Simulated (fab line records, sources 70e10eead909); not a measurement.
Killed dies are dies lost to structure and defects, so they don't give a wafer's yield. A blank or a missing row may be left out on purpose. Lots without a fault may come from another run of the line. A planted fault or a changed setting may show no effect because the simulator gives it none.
A struck lot beside a sound one | flow nand_harc | 14 steps out of a route of 1302
Sound: wafers L400.3, L400.4, L400.5. Struck: wafers L395.2, L395.3, L395.5. The cause comes at the end.
At each step with rows: each side's tool, then ch and its chambers, then its first start. Under that, the readings that differ: sound wafers | struck wafers | difference of the means | sigmas: that difference in standard deviations of wafers without a fault.
alike: readings whose means differ by less than 2 such deviations, and words and numbers that are the same on both sides. not compared: withheld readings, readings that some wafer has no value for, bounds like >300 that may hide the same value, and numbers for which the record gives no deviation and whose values overlap.
The two part at a step that has a row with sigmas, a row that says differs or no value, or rows on one side only. Numbers that don't overlap but have no deviation are shown without sigmas and don't part them. A reading that every wafer of one side lacks parts them only if that side has two wafers or more.

first, 5 steps without rows for these wafers: NHARC_A_STAIRCASE_EBR_246; NHARC_A_STAIRCASE_EXPOSE_247 (exposes mask SDS 1); NHARC_A_STAIRCASE_PEB_248 (peb time 130 s); NHARC_A_STAIRCASE_DEVELOP_249 (time 140 s); NHARC_A_STAIRCASE_HARDBAKE_251 (time 140 s).
NHARC_A_STAIRCASE_DESCUM_252: chemistry O2, time 3 s.
  sound on rie_diel-01 ch 1,2,3, day 24 01:52; struck on rie_diel-01 ch 0,2, day 22 05:39
  alike: drypump_motor_current_A, oes_product_au, rf_vpp_V, showerhead_plenum_p_Torr, throttle_valve_pct
  not compared: rf_hours_counter_h
NHARC_A_STAIRCASE_ETCH_253: etches the open film in C4F8/O2, target depth 50 nm, time 20.2 s.
  sound on rie_diel-01 ch 1,2,3, day 24 01:58; struck on rie_diel-01 ch 0,3, day 22 05:44
  alike: oes_product_au, rf_vpp_V
  not compared: rf_hours_counter_h
NHARC_A_STAIRCASE_STRIP_254: strips in O2.
  sound on plasma_asher-01 ch 0,1, day 24 02:08; struck on plasma_asher-02 ch 0,1, day 22 05:50
  alike: drypump_motor_current_A, heater_power_w
  not compared: rf_hours_counter_h
then, 3 steps without rows for these wafers: NHARC_A_STAIRCASE_STRIP_255 (strips in SPM, time 900 s); NHARC_A_STAIRCASE_PRECLEAN_256 (cleans in SC1); NHARC_A_STAIRCASE_SRD_257.
NHARC_A_STAIRCASE_HM_DEP_456: deposits aC, target thk 3100 nm.
  sound on acl_dep-02 ch 0, day 24 05:07; struck on acl_dep-03 ch 0, day 22 11:29
  alike: susceptor_temp_C, throttle_valve_pct
NHARC_A_STAIRCASE_DEP_259: deposits SiON, target thk 30 nm.
  sound on pecvd-01 ch 0,1, day 24 06:25; struck on pecvd-02 ch 1,2, day 22 13:32
  alike: heater_power_w, susceptor_temp_C
-- the record jumps here: 8 days lie between the struck wafers' starts before and after (it left off in module A_STAIRCASE and takes up again in module END, whose first step shown is number 1302 of the route) --
NHARC_END_SORT_01:
  the record has rows for the struck wafers here (prober-02 ch 0, day 30 08:56) and none for the sound ones

WHERE THEY PART
Only at NHARC_END_SORT_01, within this record.

WHY: what the simulator had put in
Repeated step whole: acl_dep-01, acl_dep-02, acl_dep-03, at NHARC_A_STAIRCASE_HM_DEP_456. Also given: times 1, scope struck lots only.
